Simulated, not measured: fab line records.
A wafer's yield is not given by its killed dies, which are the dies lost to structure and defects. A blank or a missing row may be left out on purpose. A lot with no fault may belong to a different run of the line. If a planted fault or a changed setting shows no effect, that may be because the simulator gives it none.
What tool caused it? ; flow n5-finfet ; Sampling: 11 lots, 32 wafers, 4 of 1938 route steps

## WHAT THE GAUGES SHOWED, per wafer
N5_BEOL_M10_THK_MEAS_53: measures by xrf. Usual: for M10_THK the level is 141 nm and the standard deviation is 3.2.
lot;measured;on;M10_THK (nm);flag
L650;day 10 23:06;film-metro-02;147 141 141;
L648;day 11 11:09;film-metro-01;145 148 147;
L652;day 11 15:58;film-metro-02;141 145 145;
L654;day 12 03:48;film-metro-01;146 141;
L660;day 13 11:05;film-metro-02;145 143 143;
L658;day 13 15:14;film-metro-02;140 138 139;
L662;day 14 06:31;film-metro-02;143 142 142;
L663;day 14 07:12;film-metro-02;142 141 140;
L664;day 15 00:37;film-metro-02;137 139 139;
L667;day 15 06:58;film-metro-01;136 137 137;
L669;day 15 19:45;film-metro-02;140 140 141;

## WHICH TOOL RAN EACH LOT (tool, then ch and the chambers of the sampled wafers, then the start)
lot;N5_BEOL_M10_STRIP_36;N5_BEOL_M10_TRENCH_ETCH_37;N5_BEOL_M10_CVD_75
L650;rie-diel-01 ch 1,2, day 10 18:59;rie-diel-01 ch 1,2, day 10 20:35 or earlier;cvd-co-02 ch 0,1,2, day 10 20:35
L648;rie-diel-01 ch 0,1,3, day 11 07:31;rie-diel-01 ch 0,1,3, day 11 10:11 or earlier;cvd-co-02 ch 0,1,2, day 11 10:11
L652;rie-diel-03 ch 1,2,3, day 11 12:53;rie-diel-03 ch 1,2,3, day 11 14:54 or earlier;cvd-co-02 ch 0,1,2, day 11 14:54
L654;rie-diel-03 ch 0,2, day 11 21:28;rie-diel-03 ch 0,2, day 12 00:41 or earlier;cvd-co-01 ch 1,2, day 12 00:41
L660;rie-diel-03 ch 1,2,3, day 13 08:50;rie-diel-03 ch 1,2,3, day 13 10:07 or earlier;cvd-co-02 ch 1,2, day 13 10:07
L658;rie-diel-05 ch 0,2,3, day 13 11:25;rie-diel-05 ch 0,2,3, day 13 14:12 or earlier;cvd-co-02 ch 0,1, day 13 14:12
L662;rie-diel-03 ch 0,1, day 14 04:12;rie-diel-03 ch 0,1, day 14 05:31 or earlier;cvd-co-01 ch 0,1, day 14 05:31
L663;rie-diel-01 ch 2,3, day 14 04:43;rie-diel-01 ch 2,3, day 14 06:11 or earlier;cvd-co-01 ch 1,2, day 14 06:11
L664;rie-diel-05 ch 0,3, day 14 21:52;rie-diel-05 ch 0,3, day 14 23:15 or earlier;cvd-co-02 ch 0,1, day 14 23:15
L667;rie-diel-05 ch 0,2, day 15 04:04;rie-diel-05 ch 0,2, day 15 05:35 or earlier;cvd-co-01 ch 0,2, day 15 05:35
L669;rie-diel-05 ch 0,2, day 15 16:01;rie-diel-05 ch 0,2, day 15 18:43 or earlier;cvd-co-02 ch 0,2, day 15 18:43
- N5_BEOL_M10_STRIP_36: strips in N2/H2.
- N5_BEOL_M10_TRENCH_ETCH_37: etches SiCOH lowk in C4F6/O2, target depth 148.83 nm, time 48 s.
- N5_BEOL_M10_CVD_75: deposits Co from CCTBA/H2, target thk 2 nm, time 138.9 s.

## WHAT THE TOOLS THEMSELVES READ (means of the sampled wafers that have a number; where no wafer has one, the mark that the record gives instead)
N5_BEOL_M10_STRIP_36. Usual: drypump-motor-current-A 5.7 A, standard deviation 0.41; oes-product-au 0.80 a.u., standard deviation 0.083; rf-vpp-V 59.5 V, standard deviation 1.9; showerhead-plenum-p-Torr 2.55 Torr, standard deviation 0.086; throttle-valve-pct 23.6 %, standard deviation 0.3.
lot;tool;drypump-motor-current-A (A);oes-product-au (a.u.);rf-vpp-V (V);showerhead-plenum-p-Torr (Torr);throttle-valve-pct (%);flag
L650;rie-diel-01;5.7;0.74;59.6;2.53;24.1;
L648;rie-diel-01;5.3;0.84;59.2;2.50;23.4;
L652;rie-diel-03;6.1;0.84;59.3;2.53;23.7;
L654;rie-diel-03;5.7;0.89;57.9;2.58;23.4;
L660;rie-diel-03;6.1;0.82;60.3;2.52;23.7;
L658;rie-diel-05;5.7;0.80;59.6;2.59;23.5;
L662;rie-diel-03;6.3;0.87;58.0;2.53;23.4;
L663;rie-diel-01;5.6;0.89;59.3;2.48;23.9;
L664;rie-diel-05;5.6;0.70;61.4;2.55;23.7;
L667;rie-diel-05;6.0;0.84;59.1;2.61;23.5;
L669;rie-diel-05;6.0;0.84;60.1;2.61;23.5;

N5_BEOL_M10_TRENCH_ETCH_37. Usual: C4F6_flow_sccm 10.004 sccm, standard deviation 0.027; drypump-motor-current-A 5.7 A, standard deviation 0.41; oes-product-au 0.80 a.u., standard deviation 0.081; rf-vpp-V 670 V, standard deviation 11; showerhead-plenum-p-Torr 2.86 Torr, standard deviation 0.084; throttle-valve-pct 20.9 %, standard deviation 0.33.
lot;tool;C4F6_flow_sccm (sccm);drypump-motor-current-A (A);oes-product-au (a.u.);rf-vpp-V (V);showerhead-plenum-p-Torr (Torr);throttle-valve-pct (%);flag
L650;rie-diel-01;9.992;5.7;0.75;666;2.82;21.0;
L648;rie-diel-01;9.992;5.3;0.84;672;2.80;20.7;
L652;rie-diel-03;10.013;6.1;0.84;684;2.83;20.9;
L654;rie-diel-03;9.991;5.7;0.90;678;2.89;20.6;
L660;rie-diel-03;9.987;6.1;0.81;683;2.82;20.9;
L658;rie-diel-05;10.015;5.8;0.80;664;2.89;20.8;
L662;rie-diel-03;10.012;6.3;0.87;678;2.83;20.6;
L663;rie-diel-01;9.968;5.6;0.89;670;2.77;21.0;
L664;rie-diel-05;9.997;5.6;0.70;658;2.86;21.0;
L667;rie-diel-05;10.004;6.0;0.84;670;2.91;20.7;
L669;rie-diel-05;9.975;6.0;0.83;670;2.91;20.7;

## THE ANSWER, worked out from the rows above alone
Rule: take the mean of a lot's wafers that have a number; if it is more than 3 standard deviations from the usual mean, the lot is off. Also off: a lot with no number at a reading for which 4 or more lots have one. Where the step has rows for the other lots, those lots are counted as sound. Order of review: gauges by route order, followed by the tools' own readings, for which a lot's mean as printed above is used. The first step at which some lot is off is used, and at that step the reading that is off furthest; a lot without a number counts as furthest.
No lot is off on any of the readings shown, so nothing can be concluded from this.

## WHAT WAS PUT IN BY THE SIMULATOR
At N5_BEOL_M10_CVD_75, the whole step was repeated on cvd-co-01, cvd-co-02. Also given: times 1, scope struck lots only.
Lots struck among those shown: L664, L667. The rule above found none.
